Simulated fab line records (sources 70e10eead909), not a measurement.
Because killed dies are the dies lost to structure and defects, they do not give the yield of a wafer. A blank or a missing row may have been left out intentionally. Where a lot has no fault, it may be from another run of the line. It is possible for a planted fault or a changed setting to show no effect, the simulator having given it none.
fab line records	flow nandHarc
record: lots: 12	wafers: 36	lastDay: 24
route steps=1159 shown A_STAIRCASE@562 END@1159
lots with no fault: from the same line, run without faults
startH: the number of hours between the record's first day and the start of the first shown wafer of the lot	waitH: hours elapsed since this lot's preceding step	" identical to the entry in the row above	L1.1+2: a single row standing in for several wafers	- no value, or no start was given	* or withheld: withheld	< > ~ a bound
route shown NAME@n: NAME is a module with steps in the file, n the number in the route of the first one	usual: mean and standard deviation over wafers with no fault	same: alike in all rows	chamber/n: place in a boat	sites: the reading at each site	_std_site: the standard deviation of these	_edge_site: mean of outer sites minus mean of inner sites	radiusMm: for every site, how far away it sits from the centre of the wafer	mask NAME#n: copy n	behind: the tool/chamber that last shaped the wafer	hold: why the lot was held/for how many hours/how that ended	device: transistor that didn't switch, given as n, p or np	end of line: at the end of the route, the tests of the same wafers	for a step that has no rows: nothing shown but its recipe	killed: count of dies lost to structure and defects at first sort (not the wafer's yield)	map: a wafer's dies, marking killed ones x, the rest . and places with no die _
set.NAME: the setting as run; set.NAME@STEP: as run at that earlier step	model.NAME: the simulator's own value behind a step, which no gauge read
steps of the route over a sample of lots; a table a step, a row a wafer
services: when a tool's chamber went out of use (startH, in hours from the record's first day, below 0 if earlier), for how many hours, and the reason
== steps ==
step: NHARC_A_STAIRCASE_ETCH_25
recipe: targetDepthA: 1000	timeS: 40.5	ionEnergyEv: 400	c4f8FlowSccm: 20	o2FlowSccm: 10	arFlowSccm: withheld	rfW: 600	biasW: 1000	chemistry: C4F8/O2
usual: oesProductAu: 0.947/0.01	rfFwdPowerW: 593.2/2.5	rfVppV: 897/4.1
lot.wafer	tool	chamber	startH	waitH	oesProductAu	rfFwdPowerW	rfHoursCounterH	rfVppV
L876.1	rieDiel-09	2	-	-	0.942	594.6	63	898
L876.2	"	3	"	"	0.933	594.6	66	891
L876.6	"	1	"	"	0.944	594.6	-	904
L879.4	rieDiel-04	2	-	-	0.952	592.0	49	902
L879.2	"	3	"	"	0.949	590.3	53	895
L879.5	"	3	"	"	0.965	591.1	-	895
L878.3	rieDiel-11	2	-	-	0.946	595.2	20	900
L878.1	"	3	"	"	0.929	594.1	20	896
L878.5	"	2	"	"	0.940	592.2	-	899
L880.4	rieDiel-11	0	-	-	0.955	594.1	28	896
L880.6	"	1	"	"	0.938	595.1	-	889
L880.5	"	2	"	"	0.959	594.4	-	899
L887.3	rieDiel-11	3	-	-	0.940	590.8	42	894
L887.5	"	3	"	"	0.945	592.9	-	895
L887.4	"	2	"	"	0.943	598.0	-	901
L889.1	rieDiel-09	0	-	-	0.946	587.6	27	902
L889.5	"	1	"	"	0.916	591.6	-	903
L889.6	"	2	"	"	0.945	594.6	-	897
L891.1	rieDiel-11	2	-	-	0.934	595.0	49	900
L891.5	"	0	"	"	0.975	595.2	-	895
L891.6	"	1	"	"	0.960	594.1	-	890
L893.3	rieDiel-09	0	-	-	0.952	592.7	30	902
L893.1	"	1	"	"	0.941	591.5	28	899
L893.5	"	0	"	"	0.959	590.9	-	903
L895.4	rieDiel-09	3	-	-	0.942	595.8	32	891
L895.2	"	0	"	"	0.956	587.2	34	901
L895.5	"	2	"	"	0.939	590.5	-	895
L894.3	rieDiel-11	2	-	-	0.944	596.1	58	900
L894.2	"	3	"	"	0.938	590.5	59	894
L894.6	"	2	"	"	0.933	596.0	-	900
L897.4	rieDiel-04	3	-	-	0.941	592.4	24	895
L897.2	"	0	"	"	0.956	592.2	23	900
L897.5	"	3	"	"	0.944	588.4	-	893
L898.3	rieDiel-04	1	-	-	0.961	589.5	23	902
L898.2	"	2	"	"	0.960	593.5	26	901
L898.1	"	3	"	"	0.946	591.1	24	894
step: NHARC_A_STAIRCASE_TRIM_189
recipe: timeS: 211.2	o2FlowSccm: 500	arFlowSccm: 0	biasW: 0	chemistry: O2
usual: drypumpMotorCurrentA: 5.7/0.45	oesProductAu: 1.003/0.0087	rfVppV: 57.8/0.93	showerheadPlenumPTorr: 3.56/0.1	throttleValvePct: 17.037/0.0093
lot.wafer	tool	chamber	startH	waitH	drypumpMotorCurrentA	oesProductAu	rfHoursCounterH	rfVppV	showerheadPlenumPTorr	throttleValvePct
L876.1	rieDiel-04	0	-	-	5.7	1.007	49	58.6	3.65	17.027
L876.2	"	3	"	"	6.0	1.018	50	57.2	3.51	17.036
L876.6	"	1	"	"	5.2	0.998	-	57.9	3.69	17.045
L879.2	rieDiel-11	3	-	-	5.0	0.986	21	58.4	3.50	17.035
L879.4	"	0	"	"	6.0	1.010	22	57.4	3.53	17.048
L879.5	"	0	"	"	6.0	1.012	-	57.1	3.53	17.042
L878.3	rieDiel-11	1	-	-	5.3	1.000	21	55.3	3.36	17.043
L878.1	"	2	"	"	6.0	0.999	21	57.0	3.64	17.027
L878.5	"	0	"	"	6.0	1.005	-	59.6	3.53	17.034
L880.4	rieDiel-11	1	-	-	5.3	1.005	27	58.2	3.36	17.026
L880.5	"	1	"	"	5.3	1.005	-	56.3	3.36	17.042
L880.6	"	2	"	"	6.0	1.000	-	58.3	3.63	17.042
L887.3	rieDiel-04	0	-	-	5.7	1.009	5	57.0	3.64	17.035
L887.4	"	1	"	"	5.2	1.011	3	58.2	3.68	17.034
L887.5	"	2	"	"	5.6	1.016	-	58.2	3.67	17.042
L889.1	rieDiel-09	1	-	-	6.8	0.996	25	58.1	3.68	17.031
L889.6	"	1	"	"	6.8	0.987	-	58.0	3.68	17.050
L889.5	"	2	"	"	5.4	1.005	-	59.5	3.55	17.049
L891.1	rieDiel-11	3	-	-	5.0	1.015	50	59.4	3.48	17.043
L891.5	"	2	"	"	6.0	1.004	-	58.0	3.62	17.035
L891.6	"	3	"	"	5.0	1.007	-	56.9	3.48	17.041
L893.3	rieDiel-11	3	-	-	5.0	1.004	55	57.3	3.48	17.042
L893.1	"	1	"	"	5.4	1.008	54	56.3	3.35	17.020
L893.5	"	2	"	"	6.0	1.000	-	57.7	3.62	17.031
L895.2	rieDiel-11	2	-	-	6.0	1.000	58	59.8	3.62	17.043
L895.5	"	3	"	"	5.0	0.999	-	57.6	3.48	17.050
L895.4	"	0	"	"	6.0	0.999	-	58.1	3.51	17.047
L894.2	rieDiel-09	3	-	-	5.7	1.003	33	56.6	3.40	17.056
L894.3	"	2	"	"	5.4	0.999	31	57.8	3.55	17.036
L894.6	"	3	"	"	5.7	0.995	-	56.4	3.40	17.030
L897.4	rieDiel-09	2	-	-	5.4	1.001	35	57.8	3.55	17.043
L897.2	"	0	"	"	5.5	1.000	38	58.9	3.68	17.042
L897.5	"	2	"	"	5.4	0.986	-	57.1	3.55	17.049
L898.1	rieDiel-09	1	-	-	6.7	0.996	38	57.1	3.67	17.036
L898.3	"	2	"	"	5.4	0.995	36	57.5	3.55	17.035
L898.2	"	0	"	"	5.5	1.009	39	58.2	3.68	17.041
step: NHARC_A_STAIRCASE_ETCH_190
recipe: targetDepthA: 1000	timeS: 40.5	ionEnergyEv: 400	c4f8FlowSccm: 20	o2FlowSccm: 10	arFlowSccm: withheld	rfW: 600	biasW: 1000	chemistry: C4F8/O2
usual: oesProductAu: 0.943/0.011	rfFwdPowerW: 593.3/2.8	rfVppV: 897/4
lot.wafer	tool	chamber	startH	waitH	oesProductAu	rfFwdPowerW	rfHoursCounterH	rfVppV
L876.2	rieDiel-04	3	-	-	0.948	590.7	50	895
L876.1	"	0	"	"	0.935	591.5	49	901
L876.6	"	3	"	"	0.948	590.6	-	895
L879.2	rieDiel-11	1	-	-	0.946	593.8	21	888
L879.4	"	2	"	"	0.949	598.7	21	900
L879.5	"	1	"	"	0.943	593.3	-	890
L878.1	rieDiel-11	3	-	-	0.935	589.9	21	895
L878.3	"	0	"	"	0.943	594.5	23	896
L878.5	"	2	"	"	0.951	595.9	-	899
L880.4	rieDiel-11	0	-	-	0.958	596.6	29	895
L880.6	"	1	"	"	0.930	599.1	-	890
L880.5	"	2	"	"	0.935	595.1	-	899
L887.4	rieDiel-04	3	-	-	0.950	592.3	5	895
L887.3	"	1	"	"	0.947	589.7	3	901
L887.5	"	3	"	"	0.937	591.6	-	895
L889.1	rieDiel-09	1	-	-	0.924	590.6	25	903
L889.5	"	0	"	"	0.954	591.7	-	900
L889.6	"	1	"	"	0.913	591.6	-	901
L891.1	rieDiel-11	1	-	-	0.939	597.9	49	891
L891.5	"	0	"	"	0.942	598.1	-	896
L891.6	"	1	"	"	0.936	596.8	-	888
L893.1	rieDiel-11	3	-	-	0.928	590.6	55	894
L893.3	"	0	"	"	0.950	594.4	55	896
L893.5	"	0	"	"	0.937	595.0	-	895
L895.2	rieDiel-11	3	-	-	0.925	592.1	59	893
L895.4	"	3	"	"	0.929	592.7	-	893
L895.5	"	0	"	"	0.921	596.4	-	893
L894.3	rieDiel-09	3	-	-	0.953	592.2	33	892
L894.2	"	1	"	"	0.946	592.4	33	901
L894.6	"	3	"	"	0.934	592.0	-	891
L897.4	rieDiel-09	0	-	-	0.945	583.7	38	900
L897.2	"	2	"	"	0.936	596.7	35	897
L897.5	"	1	"	"	0.933	594.9	-	900
L898.2	rieDiel-09	3	-	-	0.962	592.1	37	892
L898.1	"	1	"	"	0.936	590.9	38	902
L898.3	"	2	"	"	0.934	597.6	36	898
step: NHARC_A_STAIRCASE_ETCH_192
recipe: targetDepthA: 1000	timeS: 40.5	ionEnergyEv: 400	c4f8FlowSccm: 20	o2FlowSccm: 10	arFlowSccm: withheld	rfW: 600	biasW: 1000	chemistry: C4F8/O2
usual: oesProductAu: 0.944/0.013	rfFwdPowerW: 593.5/2.5	rfVppV: 897/4
lot.wafer	tool	chamber	startH	waitH	oesProductAu	rfFwdPowerW	rfHoursCounterH	rfVppV
L876.2	rieDiel-04	0	251.75	-	0.946	594.0	49	901
L876.1	"	1	"	"	0.941	588.0	47	900
L876.6	"	0	"	"	0.947	594.8	-	900
L879.4	rieDiel-11	3	260.52	-	0.927	591.0	21	895
L879.2	"	2	"	"	0.949	594.8	21	900
L879.5	"	0	"	"	0.933	597.2	-	897
L878.1	rieDiel-11	1	260.59	-	0.939	595.1	21	889
L878.3	"	2	"	"	0.952	595.6	21	901
L878.5	"	0	"	"	0.954	594.0	-	896
L880.4	rieDiel-11	1	272.15	-	0.963	593.8	27	892
L880.5	"	0	"	"	0.967	594.2	-	897
L880.6	"	1	"	"	0.958	593.0	-	891
L887.4	rieDiel-04	1	310.80	-	0.950	592.9	4	902
L887.3	"	3	"	"	0.862	494.3	5	896
L887.5	"	2	"	"	0.958	593.9	-	901
L889.1	rieDiel-09	0	332.79	-	0.955	588.1	28	900
L889.5	"	0	"	"	0.948	588.0	-	902
L889.6	"	1	"	"	0.943	592.3	-	901
L891.1	rieDiel-11	1	333.93	-	0.961	593.1	50	889
L891.6	"	1	"	"	0.953	591.9	-	890
L891.5	"	2	"	"	0.938	591.7	-	900
L893.1	rieDiel-11	3	348.08	-	0.938	592.0	56	893
L893.3	"	0	"	"	0.945	595.8	55	896
L893.5	"	3	"	"	0.934	592.6	-	894
L894.3	rieDiel-09	1	359.70	-	0.939	593.9	33	900
L894.2	"	2	"	"	0.922	597.6	32	897
L894.6	"	2	"	"	0.944	596.5	-	896
L895.2	rieDiel-11	0	359.76	-	0.941	597.7	59	895
L895.4	"	3	"	"	0.938	594.9	-	893
L895.5	"	2	"	"	0.939	595.2	-	900
L897.2	rieDiel-09	3	367.19	-	0.961	594.9	37	891
L897.4	"	0	"	"	0.959	590.9	39	899
L897.5	"	0	"	"	0.946	588.2	-	901
L898.2	rieDiel-09	2	368.92	-	0.925	597.6	36	897
L898.3	"	3	"	"	0.938	593.6	37	891
L898.1	"	1	"	"	0.928	590.6	38	902
step: NHARC_END_SORT_01
recipe: tempC: 25
usual: killedAtArray: 27/8.8	killedAtOther: 0.4/0.82	killedAtPeriphery: 3.1/2.1	killedDies: 31/8.8	killedOpen: 3.3/2	killedShort: 2.0/1.4
same: grossDies: 677
lot.wafer	tool	chamber	startH	waitH	killedAtArray	killedAtOther	killedAtPeriphery	killedDies	killedOpen	killedShort
L889.1	prober-01	0	546.05	2.5	30	0	2	32	1	0
L889.5	prober-01	0	549.29	3.7	32	2	2	36	4	4
L889.6	prober-01	0	550.10	4.1	34	1	0	35	7	2
L895.2	prober-02	0	562.39	2.8	27	0	3	30	2	0
L895.4	prober-02	0	563.96	3.4	26	1	5	32	5	2
L895.5	prober-02	0	564.75	3.7	28	1	4	33	3	1
killed by level:class
L889.1 A_SLIT:chamberFilmFlake=15 A_CHANNEL_HOLE_D1:chamberFilmFlake=6 A_CONTACT:chamberFilmFlake=4 A_ZERO_WELL:chamberFilmFlake=3 A_BLC:geometricParticle:open=1 P_GATE:chamberFilmFlake=1 P_M2:chamberFilmFlake=1 A_STAIRCASE:chamberFilmFlake=1
L889.5 A_SLIT:chamberFilmFlake=16 A_CONTACT:chamberFilmFlake=3 A_WL_FILL:geometricParticle:open=2 A_CHANNEL_HOLE_D1:chamberFilmFlake=2 A_STAIRCASE:chamberFilmFlake=2 A_SOURCE_PLATE:geometricParticle:short=1 A_CHANNEL_FILL_D1:geometricParticle:open=1 A_SGD_CUT:geometricParticle:short=1
L889.6 A_SLIT:chamberFilmFlake=14 A_CONTACT:chamberFilmFlake=7 A_CONTACT:geometricParticle:open=2 A_CHANNEL_HOLE_D1:chamberFilmFlake=2 A_ONON_D1:geometricParticle:open=1 A_CHANNEL_FILL_D1:geometricParticle:open=1 A_SGD_CUT:geometricParticle:open=1 A_SGD_CUT:geometricParticle:short=1
L895.2 A_CHANNEL_HOLE_D1:chamberFilmFlake=17 A_WL_FILL:chamberFilmFlake=4 P_GATE:chamberFilmFlake=3 A_STAIRCASE:chamberFilmFlake=2 A_CONTACT:chamberFilmFlake=2 A_SGD_CUT:geometricParticle:open=1 A_M1:geometricParticle:open=1
L895.4 A_CHANNEL_HOLE_D1:chamberFilmFlake=20 P_STI:geometricParticle:short=1 P_GATE:geometricParticle:open=1 P_CONTACT:geometricParticle:open=1 P_M0:geometricParticle:open=1 A_STAIRCASE:geometricParticle:open=1 A_SGD_CUT:geometricParticle:short=1 A_BLC:geometricParticle:open=1
L895.5 A_CHANNEL_HOLE_D1:chamberFilmFlake=21 P_GATE:chamberFilmFlake=3 A_BLC:geometricParticle:open=2 A_WL_FILL:chamberFilmFlake=2 A_CONTACT:geometricParticle:open=1 A_BLC:geometricParticle:short=1 P_STI:chamberFilmFlake=1 A_STAIRCASE:chamberFilmFlake=1
== services ==
tool	chamber	startH	hours	kind
rieDiel-09	0	238.59	5.8	repair
rieDiel-11	0	249.13	-	clean
rieDiel-11	1	249.13	-	clean
rieDiel-11	2	249.13	-	clean
rieDiel-11	3	249.13	-	clean
rieDiel-09	-	254.10	9.0	pm
rieDiel-11	0	273.64	-	clean
rieDiel-11	1	273.64	-	clean
rieDiel-11	2	273.64	-	clean
rieDiel-11	3	273.64	-	clean
rieDiel-04	1	285.68	14.8	repair
rieDiel-04	-	288.90	9.0	pm
rieDiel-11	0	298.14	-	clean
rieDiel-11	1	298.14	-	clean
rieDiel-11	2	298.14	-	clean
rieDiel-11	3	298.14	-	clean
rieDiel-09	-	303.60	1.2	repair
rieDiel-11	0	306.40	2.2	repair
rieDiel-11	0	322.64	-	clean
rieDiel-11	1	322.64	-	clean
rieDiel-11	2	322.64	-	clean
rieDiel-11	3	322.64	-	clean
rieDiel-11	1	352.19	8.8	repair
rieDiel-11	-	367.85	9.0	pm
== key ==
firstSign: step: NHARC_A_STAIRCASE_ETCH_192	reading: rfFwdPowerW	direction: down	sigmas: 39	usual: *	struck: *
effect: step: NHARC_A_STAIRCASE_ETCH_192	reading: oesProductAu	direction: down	sigmas: 6.4	usual: 0.944	struck: 0.862
metAt NHARC_A_STAIRCASE_ETCH_192
struckLots L887
struckWafers L887.3
testerLeftOut L887
notActingAt NHARC_A_STAIRCASE_ETCH_25,NHARC_A_STAIRCASE_TRIM_189,NHARC_A_STAIRCASE_ETCH_190
fault: kind: processParameterDrift	tool: rieDiel-04	chamber: 3	onsetH: 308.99	steps: NHARC_A_STAIRCASE_ETCH_192	channel: rfW	offset: *	shape: step	endH: 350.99	actsIn: *	stated: *
testerLeftOut: of these lots the tester's yield and bins aren't shown, on N5 and GAA mostly nor the transistor test; their killed dies are dies lost to structure and defects alone, not to doping, threshold or leakage, so they don't give the yield
